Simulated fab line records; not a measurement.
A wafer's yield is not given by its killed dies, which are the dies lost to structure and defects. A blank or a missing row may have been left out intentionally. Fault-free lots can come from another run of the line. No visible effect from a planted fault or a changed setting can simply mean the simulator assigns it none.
Chamber matching / flow n5-finfet / N5_DUMMY_GATE_DESCUM_20 on rie-diel-03 has 4 sister chambers
The step chemistry O2, time 6.2 s. 7 wafers are shown with their chamber, then 7 later ones without.

WAFERS PAIRED WITH THEIR CHAMBERS
wafer=L080.1; chamber=0; showerhead-plenum-p-Torr (Torr)=2.19; drypump-motor-current-A (A)=5.8
wafer=L083.6; chamber=3; showerhead-plenum-p-Torr (Torr)=2.00; drypump-motor-current-A (A)=5.8
wafer=L084.1; chamber=1; showerhead-plenum-p-Torr (Torr)=2.01; drypump-motor-current-A (A)=6.8
wafer=L084.2; chamber=2; showerhead-plenum-p-Torr (Torr)=2.14; drypump-motor-current-A (A)=6.2
wafer=L084.5; chamber=2; showerhead-plenum-p-Torr (Torr)=2.14; drypump-motor-current-A (A)=6.2
wafer=L089.1; chamber=1; showerhead-plenum-p-Torr (Torr)=2.00; drypump-motor-current-A (A)=6.7
wafer=L089.3; chamber=3; showerhead-plenum-p-Torr (Torr)=2.00; drypump-motor-current-A (A)=5.8

WAFERS WITHOUT THEIR CHAMBER
wafer=L089.4; showerhead-plenum-p-Torr (Torr)=2.13; drypump-motor-current-A (A)=6.2
wafer=L090.2; showerhead-plenum-p-Torr (Torr)=2.00; drypump-motor-current-A (A)=5.9
wafer=L090.3; showerhead-plenum-p-Torr (Torr)=2.19; drypump-motor-current-A (A)=5.8
wafer=L090.5; showerhead-plenum-p-Torr (Torr)=2.00; drypump-motor-current-A (A)=5.8
wafer=L093.1; showerhead-plenum-p-Torr (Torr)=2.19; drypump-motor-current-A (A)=5.8
wafer=L093.4; showerhead-plenum-p-Torr (Torr)=2.13; drypump-motor-current-A (A)=6.2
wafer=L093.6; showerhead-plenum-p-Torr (Torr)=2.19; drypump-motor-current-A (A)=5.8

THE CHAMBER EACH PASSED THROUGH
wafer=L089.4; from the rows above=2; in truth=2
wafer=L090.2; from the rows above=3; in truth=3
wafer=L090.3; from the rows above=0; in truth=0
wafer=L090.5; from the rows above=3; in truth=3
wafer=L093.1; from the rows above=0; in truth=0
wafer=L093.4; from the rows above=2; in truth=2
wafer=L093.6; from the rows above=0; in truth=0
7 of 7 placed correctly. Number that these rows cannot place: 0. Wrongly placed: 0.
How it was worked out, from the rows above alone: a wafer's distance from a chamber is the root of the sum, over the readings, of the square of ((its reading less the chamber's mean) divided by the reading's scatter). The wafer belongs to the nearest chamber; if the next one is less than 2 further off, it can't be placed. A chamber's mean is the mean of its shown wafers. The scatter: the root of (the sum of the squares of (reading less its chamber's mean) over the shown wafers, divided by (wafers less chambers)).
